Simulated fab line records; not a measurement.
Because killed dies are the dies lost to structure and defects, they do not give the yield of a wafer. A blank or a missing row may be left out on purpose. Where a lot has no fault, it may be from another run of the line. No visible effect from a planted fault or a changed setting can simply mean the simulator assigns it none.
fab line records -- flow n5Finfet
record: lots: 4, wafers: 12, lastDay: 19
route steps=1938 shown SD_EPI_N@288 SD_EPI_P@295 BEOL_M4@1111 PASSIVATION@1936
lots untouched by any fault: they come from a run of this same line in which no faults occurred
startH: the number of hours between the record's first day and the start of the first shown wafer of the lot -- waitH: how many hours have passed since the lot's step before this one -- " as in the row above -- L1.1+2: a single row standing in for several wafers -- - no value present, or no start provided -- * or withheld: withheld -- < > ~ a bound
route shown NAME@n: a module of which the file shows steps, and the number in the route of the first -- usual: mean and standard deviation over wafers with no fault -- same: alike in all rows -- chamber/n: place in a boat -- sites: per-site readings -- _std_site: standard deviation across them -- _edge_site: inner sites' mean taken away from outer sites' mean -- radiusMm: for every site, how far away it sits from the centre of the wafer -- mask NAME#n: copy n -- behind: the last tool/chamber to shape the wafer -- hold: why the lot was held/for how many hours/how that ended -- device: the n, p or np transistor that did not switch -- end of line: tests of these same wafers at the route's end -- a step with no rows: only its recipe -- killed: dies lost to structure and defects at the first sort, not the wafer's yield -- map: dies across one wafer; x = killed, . = not, _ = none there
set.NAME: the setting that was run; set.NAME@STEP: the one run at that earlier step -- model.NAME: the simulator's own value behind a step, which no gauge read
lots seen at some steps along the route; tables by step, rows by wafer
services: the hour from which a tool's chamber was out of use, counted from the record's first day as startH (under 0 if before that day), plus the number of hours and why
== steps ==
step: N5_SD_EPI_N_EPI_21
recipe: material: Si:P, dopant: P, tempC: 680, pressureTorr: 255, timeS: 690
step: N5_SD_EPI_N_PRECLEAN_24
recipe: chemistry: O3/DIW, timeS: 60, tempC: 22, o3Ppm: 10
step: N5_SD_EPI_N_SRD_25
recipe: timeS: 30, tempC: 23, rinseLiquid: diw, dry: ipaMarangoni
step: N5_SD_EPI_N_PRECLEAN_49
recipe: chemistry: NF3:NH3, afsCycles: 1, tempC: 30, timeS: 20, sublimationTempC: 180, sublimationTimeS: 60, pressureTorr: 3, rfPowerW: 30
step: N5_SD_EPI_N_LINER_46
recipe: material: SiNx, targetThkA: 30, tempC: 400, aldPrecursorFamily: SiH2I2, aldCoReactant: N2/H2-plasma, pressureTorr: 2
step: N5_SD_EPI_P_COAT_34
recipe: resist: SOC, tempC: 250, timeS: 60, spinRpm: 1500, resistThkNm: 350
step: N5_SD_EPI_P_COAT_35
recipe: resist: SiARC, tempC: 220, timeS: 60, spinRpm: 1500, resistThkNm: 35
step: N5_SD_EPI_P_COAT_03
recipe: resist: CAR-ArF-block, spinRpm: 1500, resistThkNm: 150
step: N5_SD_EPI_P_EBR_05
recipe: solvent: PGMEA, ebrWidthMm: 1.5
step: N5_SD_EPI_P_SOFTBAKE_04
recipe: tempC: 110, timeS: 60, resist: CAR-ArF-block
step: N5_SD_EPI_P_EXPOSE_06
recipe: maskId: SD_P_BLK, na: 1.35, sourceShape: conventional, sigmaOuter: 0.8, polarization: unpolarized, targetCdNm: 240, doseMj: 39.5
usual: exposureDoseMJCm2: 39.47/0.048
same: na: 1.35
lot.wafer,tool,chamber,startH,waitH,mask,exposureDoseMJCm2
L568.3,arfiScanner-03,0,79.02,-,SD_P_BLK#0,39.48
L568.5,arfiScanner-03,0,79.02,-,SD_P_BLK#0,39.52
L568.6,arfiScanner-03,0,79.02,-,SD_P_BLK#0,39.50
L579.1,arfiScanner-03,0,147.56,-,SD_P_BLK#0,34.28
L579.2,arfiScanner-03,0,147.56,-,SD_P_BLK#0,34.29
L579.4,arfiScanner-03,0,147.56,-,SD_P_BLK#0,34.21
L580.2,arfiScanner-03,0,150.01,-,SD_P_BLK#0,35.35
L580.3,arfiScanner-03,0,150.01,-,SD_P_BLK#0,35.36
L580.6,arfiScanner-03,0,150.01,-,SD_P_BLK#0,35.35
L585.2,arfiScanner-02,0,182.37,-,SD_P_BLK#0,39.43
L585.3,arfiScanner-02,0,182.37,-,SD_P_BLK#0,39.54
L585.5,arfiScanner-02,0,182.37,-,SD_P_BLK#0,39.44
step: N5_SD_EPI_P_PEB_07
recipe: pebTempC: 110, pebTimeS: 60, resist: CAR-ArF-block
step: N5_SD_EPI_P_DEVELOP_08
recipe: developTimeS: 30, developer: TMAH, resist: CAR-ArF-block, devTempC: 23, rinseLiquid: diw, dry: airSpin
step: N5_SD_EPI_P_CD_MEAS_09
recipe: targetCdNm: 240, landingEnergyEv: 500, detector: seInlens
usual: cdNm: 240.3/0.87
lot.wafer,tool,chamber,startH,waitH,cdNm
L568.3,cdSem-02,0,79.14,-,240.7
L568.5,cdSem-02,0,79.14,-,240.9
L568.6,cdSem-02,0,79.14,-,241.1
L579.1,cdSem-03,0,147.68,-,231.0
L579.2,cdSem-03,0,147.68,-,231.6
L579.4,cdSem-03,0,147.68,-,231.3
L580.2,cdSem-03,0,150.13,-,232.5
L580.3,cdSem-03,0,150.13,-,233.3
L580.6,cdSem-03,0,150.13,-,233.8
L585.2,cdSem-03,0,182.49,-,240.6
L585.3,cdSem-03,0,182.49,-,239.7
L585.5,cdSem-03,0,182.49,-,240.5
step: N5_SD_EPI_P_DESCUM_14
recipe: chemistry: O2, timeS: 7.9, sourcePowerW: 50, biasPowerW: 20, pressureMtorr: 20, rfFrequencyHz: 2.712e+07, tempC: 40, resist: CAR-ArF-block, o2FlowSccm: 225
usual: drypumpMotorCurrentA: 5.9/0.35, oesProductAu: 0.78/0.079, rfVppV: 243.1/1.5, showerheadPlenumPTorr: 2.10/0.08, throttleValvePct: 20.47/0.27
lot.wafer,tool,chamber,startH,waitH,drypumpMotorCurrentA,oesProductAu,rfHoursCounterH,rfVppV,showerheadPlenumPTorr,throttleValvePct,model.SD_EPI_P.cdNm
L568.3,rieDiel-04,1,79.22,0.0,6.3,0.72,216,243.5,2.18,21.04,240.8
L568.5,rieDiel-04,1,79.22,0.0,6.3,0.71,-,243.4,2.18,21.04,240.8
L568.6,rieDiel-04,2,79.22,0.0,5.9,0.67,-,242.7,2.08,20.77,241.2
L579.1,rieDiel-04,3,147.77,0.0,5.2,0.92,28,243.9,2.15,20.33,231.2
L579.2,rieDiel-04,0,147.77,0.0,5.7,0.76,143,242.0,2.10,20.37,231.6
L579.4,rieDiel-04,1,147.77,0.0,6.4,0.70,243,244.3,2.17,21.08,231.4
L580.2,rieDiel-04,2,150.21,0.0,5.9,0.93,12,241.6,2.07,20.41,232.6
L580.3,rieDiel-04,0,150.21,0.0,5.7,0.75,143,243.0,2.10,20.40,233.2
L580.6,rieDiel-04,1,150.21,0.0,6.4,0.69,-,244.5,2.17,21.07,233.6
L585.2,rieDiel-06,2,182.58,0.0,5.2,0.66,248,241.7,2.15,20.50,240.4
L585.3,rieDiel-06,1,182.58,0.0,5.7,0.69,224,244.7,2.15,20.27,239.8
L585.5,rieDiel-06,3,182.58,0.0,6.3,0.79,-,239.9,1.94,20.20,240.8
step: N5_SD_EPI_P_ETCH_36
recipe: chemistry: CF4, target: SiARC, targetDepthA: 455, maskMaterial: CAR-ArF-block, timeS: 75.8, ionEnergyEv: 80, pressureMtorr: 40, sourceW: 545, biasW: 36, Ar_flow_sccm: 100, cf4FlowSccm: 100, ends: cleared
step: N5_SD_EPI_P_ETCH_37
recipe: chemistry: N2/H2, target: SOC, overetchA: 1080, maskMaterial: SiARC, tempC: 40, ionEnergyEv: 100, sourceW: 3000, biasW: 133, pressureMtorr: 20, timeS: 486, n2FlowSccm: 200, h2FlowSccm: 200, ends: endPoint
step: N5_SD_EPI_P_STRIP_38
recipe: chemistry: N2/H2, tempC: 40, n2FlowSccm: 200, h2FlowSccm: 200, rfFrequencyHz: 6e+07
step: N5_SD_EPI_P_ETCHBACK_46
recipe: chemistry: CH3F/O2, mode: anisotropicEtchback, target: SiNx, targetDepthA: 175, stopOn: SiO2, overEtchFrac: 0.3, ionEnergyEv: 120, pressureMtorr: 30, sourceW: 395, biasW: 73, Ar_flow_sccm: 150, CH3F_flow_sccm: 30, O2_flow_sccm: 20
step: N5_SD_EPI_P_ETCH_47
recipe: chemistry: CH3F/O2, target: SiOCN, targetDepthA: 250, maskMaterial: SOC, ionEnergyEv: 60, biasW: 29, pressureMtorr: 30, sourceW: 410, Ar_flow_sccm: 150, CH3F_flow_sccm: 30, O2_flow_sccm: 20
step: N5_SD_EPI_P_ETCH_16
recipe: chemistry: CHF3/O2, target: SiO2, targetDepthA: 50, maskMaterial: SOC, pressureMtorr: 30, sourceW: 650, biasW: 170, Ar_flow_sccm: 200, CHF3_flow_sccm: 50, O2_flow_sccm: 5, ionEnergyEv: 200
step: N5_SD_EPI_P_STRIP_50
recipe: chemistry: CHF3/O2, resist: SiARC, rfFrequencyHz: 6e+07
step: N5_SD_EPI_P_SD_RECESS_17
recipe: chemistry: HBr/Cl2/O2, targetDepthA: 391, btTimeS: 3, pressureMtorr: 10, icpW: 800, biasW: 112, HBr_flow_sccm: 150, Cl2_flow_sccm: 80, O2_flow_sccm: 12
usual: drypumpMotorCurrentA: 5.9/0.39, oesProductAu: 1.002/0.016, throttleValvePct: 37.14/0.28
lot.wafer,tool,chamber,startH,waitH,drypumpMotorCurrentA,oesProductAu,rfHoursCounterH,throttleValvePct,model.SD_EPI_P.cdNm
L568.3,rieSi-04,1,79.91,0.0,5.8,1.013,48,37.07,241.4
L568.5,rieSi-04,0,79.91,0.0,5.2,0.977,-,37.27,241.6
L568.6,rieSi-04,1,79.91,0.0,5.8,1.004,-,37.07,242.6
L579.1,rieSi-05,3,148.46,0.0,5.7,1.035,16,37.23,232
L579.2,rieSi-05,1,148.46,0.0,6.2,0.988,94,37.10,232.2
L579.4,rieSi-05,2,148.46,0.0,6.1,0.979,0,36.73,232
L580.2,rieSi-03,1,150.90,0.0,6.1,0.979,92,37.51,231.4
L580.3,rieSi-03,2,150.90,0.0,6.2,1.002,30,37.15,234.6
L580.6,rieSi-03,1,150.90,0.0,6.0,0.993,-,37.53,234.8
L585.2,rieSi-03,0,183.27,0.0,5.7,1.002,97,36.70,240.4
L585.3,rieSi-03,3,183.27,0.0,6.2,1.006,61,37.71,239.6
L585.5,rieSi-03,2,183.27,0.0,6.3,1.002,-,37.15,240.6
step: N5_SD_EPI_P_WET_ETCH_45
recipe: chemistry: dHF, dilution: withheld, timeS: 10.7, target: SiO2, targetDepthA: 20, tempC: 25, dry: ipaMarangoni, rinseTimeS: 30, rinseTempC: 23
step: N5_BEOL_M4_RC_MEAS_101
usual: DIBL_N: 37.0/1.6, DIBL_P: 37.0/2.1, IOFF_N: 0.17/0.032, IOFF_P: 0.22/0.043, ION_N: 679/13, ION_P: 465/9.5, SS_N: 71.7/0.59, SS_P: 73.6/0.64, VT_N: 249/3.2, VT_P: -249/4.1
lot.wafer,tool,chamber,startH,waitH,DIBL_N[mV/V],DIBL_P[mV/V],IOFF_N[nA/um],IOFF_P[nA/um],ION_N[uA/um],ION_P[uA/um],SS_N[mV/dec],SS_P[mV/dec],VT_N[mV],VT_P[mV]
L568.3,prober-02,0,238.00,0.3,35.1,36.0,0.15,0.20,681,471,71.3,74.1,252,-251
L568.5,prober-02,0,238.00,0.3,38.3,39.7,0.21,0.28,671,465,72.7,73.8,247,-247
L568.6,prober-02,0,238.00,0.3,33.5,33.5,0.12,0.18,672,464,71.2,72.7,254,-252
L579.1,prober-01,0,334.98,0.0,37.1,35.4,0.14,0.19,668,459,71.3,72.7,252,-250
L579.2,prober-01,0,334.98,0.0,35.2,33.4,0.12,0.17,668,459,71.1,72.4,254,-252
L579.4,prober-01,0,334.98,0.0,38.4,36.3,0.17,0.20,678,458,71.8,73.1,248,-250
L580.2,prober-02,0,338.29,0.2,37.7,37.2,0.18,0.24,680,463,72.7,74.3,250,-247
L580.3,prober-02,0,338.29,0.2,38.0,38.3,0.19,0.27,687,464,71.7,74.0,247,-245
L580.6,prober-02,0,338.29,0.2,37.1,36.7,0.18,0.24,677,459,71.2,73.4,245,-248
L585.2,prober-01,0,351.31,0.2,36.1,37.6,0.15,0.16,676,446,71.7,73.0,250,-258
L585.3,prober-01,0,351.31,0.2,33.4,35.9,0.12,0.15,670,454,70.5,73.1,252,-256
L585.5,prober-01,0,351.31,0.2,36.6,39.6,0.16,0.20,687,458,71.5,73.8,251,-255
step: N5_PASSIVATION_PROBE_49
usual: defectLimitedYield: 91.2/1.6, killed_at_M0_to_M3: 33/11, killed_at_M4_up: 14/5, killedAtContacts: 12/5.8, killedAtFrontEnd: 41/12, killedAtOther: 3.5/2.9, killedDies: 104/19, killedOpen: 68/14, killedShort: 34/8.8, sort_bin_5_function: 5.2/1.1, sort_bin_6_memory: 3.2/0.71, sortNPass: 1076/19, sortYieldPct: 91.2/1.6
same: grossDies: 1180, killedAtBackSide: 0, sort_bin_4_leakage[%]: 0, sort_bin_8_speed[%]: 0
lot.wafer,tool,chamber,startH,waitH,defectLimitedYield[%],killed_at_M0_to_M3,killed_at_M4_up,killedAtContacts,killedAtFrontEnd,killedAtOther,killedDies,killedOpen,killedShort,sort_bin_5_function[%],sort_bin_6_memory[%],sortNPass,sortYieldPct[%]
L568.3,prober-02,-,350.73,0.1,93.4,16,14,7,40,1,78,46,27,3.6,2.3,1102,93.4
L568.5,prober-02,-,350.83,0.2,92.7,20,15,13,38,0,86,53,30,3.6,3.3,1094,92.7
L568.6,prober-02,-,350.88,0.3,91.7,29,10,12,42,5,98,55,40,5.3,2.7,1082,91.7
L580.2,prober-01,-,444.29,0.1,94.3,17,15,7,26,2,67,52,15,3.4,2.2,1113,94.3
L580.3,prober-01,-,444.34,0.1,94.9,20,11,7,19,3,60,33,27,2.5,2.4,1120,94.9
L580.6,prober-01,-,444.49,0.3,92.3,26,16,14,30,5,91,57,28,4.5,2.4,1089,92.3
L579.1,prober-02,-,444.84,0.0,89.2,49,19,7,45,7,127,90,37,6.9,3.6,1053,89.2
L579.2,prober-02,-,444.89,0.1,93.7,27,13,8,22,4,74,47,25,4.0,2.2,1106,93.7
L579.4,prober-02,-,444.99,0.2,90.5,37,15,8,47,5,112,78,34,5.6,3.6,1068,90.5
L585.2,prober-02,-,457.80,0.1,92.4,20,26,11,28,5,90,56,31,3.9,3.4,1090,92.4
L585.3,prober-02,-,457.85,0.1,92.3,21,18,17,30,5,91,59,30,4.9,2.5,1089,92.3
L585.5,prober-02,-,457.95,0.2,90.2,33,17,22,39,5,116,75,38,5.4,4.0,1064,90.2
killed by level:class
L568.3 BEOL_M4:geometricParticle:open=11 FIN_SAQP:geometricParticle:short=9 STI_FIN_REVEAL:geometricParticle:open=7 ILD0:geometricParticle:open=5 BEOL_M3:geometricParticle:open=5 MOL_CONTACT_COAG:geometricParticle:short=4 STARTING-WAFER:geometricParticle:short=4 MOL_CONTACT_COAG:geometricParticle:open=3
L568.5 FIN_SAQP:geometricParticle:short=9 MOL_CONTACT_COAG:geometricParticle:open=8 BEOL_M2:geometricParticle:open=8 BEOL_M4:geometricParticle:open=8 BEOL_M1:geometricParticle:open=6 STI_FIN_REVEAL:geometricParticle:open=5 MOL_CONTACT_COAG:geometricParticle:short=5 STARTING-WAFER:geometricParticle:short=5
L568.6 FIN_SAQP:geometricParticle:short=12 STI_FIN_REVEAL:geometricParticle:open=10 MOL_CONTACT_COAG:geometricParticle:open=8 FIN_SAQP:geometricParticle:open=6 BEOL_M1:geometricParticle:open=6 BEOL_M0_SAQP:geometricParticle:short=5 BEOL_M3:geometricParticle:open=5 MOL_CONTACT_COAG:geometricParticle:short=4
L580.2 STI_FIN_REVEAL:geometricParticle:open=10 MOL_CONTACT_COAG:geometricParticle:open=7 BEOL_M4:geometricParticle:open=6 BEOL_M1:geometricParticle:open=5 FIN_SAQP:geometricParticle:open=4 BEOL_M2:geometricParticle:open=4 BEOL_M3:geometricParticle:open=4 STARTING-WAFER:geometricParticle:open=3
L580.3 STI_FIN_REVEAL:geometricParticle:open=7 MOL_CONTACT_COAG:geometricParticle:open=6 BEOL_M1:geometricParticle:short=6 BEOL_M3:geometricParticle:open=4 FIN_SAQP:geometricParticle:short=3 BEOL_M0:geometricParticle:short=3 BEOL_M4:geometricParticle:open=3 BEOL_M8:geometricParticle:open=3
L580.6 MOL_CONTACT_COAG:geometricParticle:open=9 STI_FIN_REVEAL:geometricParticle:open=7 BEOL_M1:geometricParticle:open=6 HKMG_FIN:areaEtch=6 MOL_CONTACT_COAG:geometricParticle:short=5 BEOL_M2:geometricParticle:open=5 BEOL_M5:geometricParticle:open=5 BEOL_M3:geometricParticle:open=4
L579.1 BEOL_M1:geometricParticle:open=15 FIN_SAQP:geometricParticle:open=9 DUMMY_GATE:geometricParticle:open=8 BEOL_M0_SAQP:geometricParticle:open=8 BEOL_M0_SAQP:geometricParticle:short=7 BEOL_M4:geometricParticle:open=7 FIN_SAQP:geometricParticle:short=6 STI_FIN_REVEAL:geometricParticle:open=6
L579.2 MOL_CONTACT_COAG:geometricParticle:open=7 BEOL_M0_SAQP:geometricParticle:open=7 BEOL_M0_SAQP:geometricParticle:short=7 FIN_SAQP:geometricParticle:open=6 BEOL_M2:geometricParticle:open=5 FIN_SAQP:geometricParticle:short=4 BEOL_M1:geometricParticle:open=4 STI_FIN_REVEAL:geometricParticle:open=3
L579.4 FIN_SAQP:geometricParticle:open=10 MOL_CONTACT_COAG:geometricParticle:open=8 BEOL_M0_SAQP:geometricParticle:short=8 STI_FIN_REVEAL:geometricParticle:open=7 BEOL_M0:geometricParticle:open=7 FIN_SAQP:geometricParticle:short=6 BEOL_M1:geometricParticle:open=6 BEOL_M2:geometricParticle:open=6
L585.2 MOL_CONTACT_COAG:geometricParticle:open=11 BEOL_M4:geometricParticle:open=11 BEOL_M0_SAQP:geometricParticle:short=7 FIN_SAQP:geometricParticle:short=6 BEOL_M0_SAQP:geometricParticle:open=6 FIN_SAQP:geometricParticle:open=4 GATE_CUT:geometricParticle:short=4 STI_FIN_REVEAL:geometricParticle:open=3
L585.3 MOL_CONTACT_COAG:geometricParticle:open=15 FIN_SAQP:geometricParticle:short=7 BEOL_M3:geometricParticle:open=7 FIN_SAQP:geometricParticle:open=6 GATE_CUT:geometricParticle:short=6 BEOL_M0_SAQP:geometricParticle:short=6 BEOL_M4:geometricParticle:open=6 BEOL_M6:geometricParticle:open=4
L585.5 MOL_CONTACT_COAG:geometricParticle:open=18 FIN_SAQP:geometricParticle:open=10 BEOL_M0_SAQP:geometricParticle:short=10 BEOL_M4:geometricParticle:open=9 BEOL_M2:geometricParticle:open=7 GATE_CUT:geometricParticle:short=7 STI_FIN_REVEAL:geometricParticle:open=5 BEOL_M1:geometricParticle:open=5
== services ==
tool,chamber,startH,hours,kind
arfiScanner-02,-,61.82,0.4,repair
arfiScanner-02,-,66.04,1.0,pm
arfiScanner-02,0,71.01,-,calibration
arfiScanner-02,-,73.41,0.8,pm
rieDiel-04,2,81.59,-,clean
rieDiel-04,2,81.59,-,consumableReplace:focusRing
rieDiel-04,2,81.59,29.2,scheduledDown
rieDiel-04,2,81.59,29.2,ventCycle
arfiScanner-03,-,92.64,1.0,pm
rieDiel-06,1,98.68,2.0,repair
rieDiel-06,0,116.04,-,clean
rieDiel-06,0,116.04,-,consumableReplace:focusRing
rieDiel-06,0,116.04,20.9,scheduledDown
rieDiel-06,0,116.04,20.9,ventCycle
arfiScanner-02,-,116.24,1.0,repair
arfiScanner-03,-,124.05,1.0,pm
arfiScanner-02,-,146.78,4.9,pm
rieDiel-04,-,151.51,2.8,pm
arfiScanner-03,-,154.97,1.5,repair
arfiScanner-02,-,159.32,1.1,repair
arfiScanner-02,-,173.80,3.9,pm
arfiScanner-03,-,174.02,0.9,repair
arfiScanner-03,-,175.31,1.3,pm
arfiScanner-03,-,176.61,3.9,pm
== key ==
firstSign: step: N5_SD_EPI_P_EXPOSE_06, reading: exposureDoseMJCm2, direction: down, sigmas: 97, usual: 39.47, struck: 34.81
effect: step: N5_SD_EPI_P_CD_MEAS_09, reading: cdNm, direction: down, sigmas: 9.3, usual: 240.3, struck: 232.3, through: controlLoop
modelEffect: step: N5_SD_EPI_P_DESCUM_14, value: SD_EPI_P.cdNm, without: 240.7, struck: 232.3
modelEffect: step: N5_SD_EPI_P_SD_RECESS_17, value: SD_EPI_P.cdNm, without: 241.2, struck: 232.8
metAt N5_SD_EPI_P_EXPOSE_06
struckWafers L579.1,L579.2,L579.4,L580.2,L580.3,L580.6
loopTrim: step: N5_SD_EPI_P_EXPOSE_06, setting: dose, lots: L580
onsetBetween 79.02 147.56
earlierFault: kind: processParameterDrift, tool: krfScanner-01, chamber: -, onsetH: 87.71, steps: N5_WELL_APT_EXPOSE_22, channel: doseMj, offset: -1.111, shape: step, actsIn: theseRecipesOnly, stated: 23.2
fault: kind: processParameterDrift, tool: arfiScanner-03, chamber: -, onsetH: 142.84, steps: N5_SD_EPI_P_EXPOSE_06, channel: doseMj, offset: -5.1609, shape: step, actsIn: theseRecipesOnly, stated: 39.5
loopTrim: a control loop set the setting to another value than it would have without faults
